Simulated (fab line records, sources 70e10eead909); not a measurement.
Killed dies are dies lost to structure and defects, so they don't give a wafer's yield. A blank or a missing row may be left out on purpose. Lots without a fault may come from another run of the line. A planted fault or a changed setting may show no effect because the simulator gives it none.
Chamber matching | flow nand_harc | NHARC_A_M0_PRE_CLEAN_31 on pecvd-02: 3 sister chambers
The step time 12 s. 16 wafers are shown with their chamber, then 8 later ones without.

WAFERS WITH THEIR CHAMBER
wafer  | chamber | heater_power_w (W)
L079.2 | 0       | 592
L079.3 | 2       | 499
L079.4 | 2       | 508
L081.1 | 2       | 601
L081.2 | 1       | 650
L081.4 | 2       | 578
L083.1 | 0       | 526
L083.2 | 1       | 680
L083.4 | 1       | 693
L087.1 | 2       | 596
L087.2 | 0       | 551
L087.4 | 2       | 613
L084.1 | 2       | 606
L084.3 | 1       | 673
L084.6 | 2       | 587
L084.2 | 0       | 598

SIGNATURES (means of the wafers above)
reading        | chamber 0 | chamber 1 | chamber 2 | scatter within a chamber
heater_power_w | 566.75    | 674.00    | 573.50    | 37.6
Rule: a wafer's distance from a chamber is the root of the sum, over the readings, of the square of ((its reading less the chamber's mean) divided by the reading's scatter). The wafer belongs to the nearest chamber; if the next one is less than 2 further off, it can't be placed. The scatter: the root of (the sum of the squares of (reading less its chamber's mean) over the shown wafers, divided by (wafers less chambers)).

WAFERS WITHOUT THEIR CHAMBER
wafer  | heater_power_w (W)
L084.4 | 594
L084.5 | 692
L086.3 | 611
L086.4 | 514
L086.6 | 607
L097.1 | 604
L097.3 | 727
L097.4 | 691

WHICH CHAMBER EACH WENT THROUGH
wafer  | from the rows above          | in truth
L084.4 | can't be placed: 2 or 0 or 1 | 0
L084.5 | 1                            | 1
L086.3 | can't be placed: 2 or 0 or 1 | 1
L086.4 | can't be placed: 0 or 2      | 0
L086.6 | can't be placed: 2 or 0 or 1 | 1
L097.1 | can't be placed: 2 or 0 or 1 | 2
L097.3 | 1                            | 1
L097.4 | 1                            | 1
Placed correctly: 3 of 8. Can't be placed from these rows: 5 (the true chamber is among the candidates in 5). Placed wrongly: 0.
